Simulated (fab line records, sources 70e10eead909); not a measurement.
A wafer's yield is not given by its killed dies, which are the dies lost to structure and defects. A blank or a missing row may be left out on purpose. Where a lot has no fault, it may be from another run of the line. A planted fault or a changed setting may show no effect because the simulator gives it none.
Comparing a struck lot with a sound one || flow nand_harc || 35 out of 1159 route steps
Sound: the wafers L651.1, L651.4, L651.6. Struck: wafer L661.2 (L661.4, L661.5, from the same lot, were not struck and are left out); the cause is given at the end.
Order at every step that has rows: each side's tool, ch and its chambers, its first start. Under that, the readings that differ: sound wafers || struck wafers || difference of the means || sigmas: that difference in standard deviations of wafers without a fault.
alike: readings whose means differ by less than 2 such deviations, and words and numbers that are the same on both sides. not compared: withheld readings, readings that some wafer has no value for, bounds like >300 that may hide the same value, and numbers for which the record gives no deviation and whose values overlap.
Wherever a step has rows on one side only, a row that says differs or no value, or a row with sigmas, the two part there. Numbers that have no deviation but don't overlap get no sigmas and don't part them. A reading missing from all wafers of one side parts the sides only when that side holds two or more wafers.

first, 9 steps without rows for these wafers: NHARC_P_M2_PVD_20 (deposits TaN, target thk 5 nm, time 8.06 s); NHARC_P_M2_PVD_21 (deposits Cu, target thk 30 nm, time 20.49 s); NHARC_P_M2_ECD_22 (material Cu, target thk 400 nm); NHARC_P_M2_ANNEAL_31 (time 90 s); NHARC_P_M2_CMP_23 (polishes, t overpolish 20 s, target thk 144.3 nm); NHARC_P_M2_SRD_25; NHARC_P_M2_PRE_CLEAN_32 (time 12 s); NHARC_P_M2_DEP_33 (deposits SiCN, target thk 30 nm); NHARC_P_BONDPAD_DEP_00 (deposits SiCN, target thk 250 nm).
NHARC_P_BONDPAD_CMP_32: polishes SiCN, target thk 200 nm.
  sound on cmp-04 ch 0,2,3, day 7 07:32; struck on cmp-02 ch 1, day 9 16:26
  alike: motor_current_A
then, 24 steps without rows for these wafers: NHARC_P_BONDPAD_SRD_34; NHARC_P_BONDPAD_DEHYDRATE_01 (time 120 s); NHARC_P_BONDPAD_HMDS_02 (time 30 s); NHARC_P_BONDPAD_COAT_36 (time 65 s); NHARC_P_BONDPAD_COAT_03 (resist thk 600 nm); NHARC_P_BONDPAD_SOFTBAKE_04 (time 70 s); NHARC_P_BONDPAD_EBR_05; NHARC_P_BONDPAD_EXPOSE_06 (exposes mask P BPAD); NHARC_P_BONDPAD_PEB_07 (peb time 80 s); NHARC_P_BONDPAD_DEVELOP_08 (time 50 s); NHARC_P_BONDPAD_HARDBAKE_10 (time 65 s); NHARC_P_BONDPAD_DESCUM_11 (chemistry O2, time 3 s); NHARC_P_BONDPAD_ETCH_37 (etches the open film in N2/H2, target depth 60 nm, overetch 18 nm, time 65.91 s); NHARC_P_BONDPAD_ETCH_12 (etches the open film in CHF3/O2, target depth 200 nm, time 100 s); NHARC_P_BONDPAD_STRIP_15 (strips in O2); NHARC_P_BONDPAD_ETCH_24 (etches the open film in CF4/N2, target depth 30 nm, time 72.99 s); NHARC_P_BONDPAD_STRIP_16 (strips in post etch residue remover, time 600 s); NHARC_P_BONDPAD_DEGAS_25 (time 60 s); NHARC_P_BONDPAD_PRE_CLEAN_26 (time 30 s); NHARC_P_BONDPAD_PVD_17 (deposits TaN, target thk 5 nm, time 8.06 s); NHARC_P_BONDPAD_PVD_27 (deposits Cu, target thk 30 nm, time 20.49 s); NHARC_P_BONDPAD_ECD_18 (material Cu, target thk 400 nm); NHARC_P_BONDPAD_ANNEAL_28 (time 90 s); NHARC_P_BONDPAD_CMP_19 (polishes, t overpolish 30 s, cu recess touch 16 s, target thk 160.81 nm).
-- record jumps: 13 days between struck wafers' starts before vs after; left off in module P_BONDPAD, resumes in module END, first step shown is number 1159 of the route --
NHARC_END_SORT_01:
  only the struck wafers appear in the record here, on prober-01 ch 0 at day 22 20:20; the sound ones have no rows

## WHERE THEY PART
At NHARC_END_SORT_01 and nowhere else, as far as this record goes.

WHY: the cause the simulator had injected
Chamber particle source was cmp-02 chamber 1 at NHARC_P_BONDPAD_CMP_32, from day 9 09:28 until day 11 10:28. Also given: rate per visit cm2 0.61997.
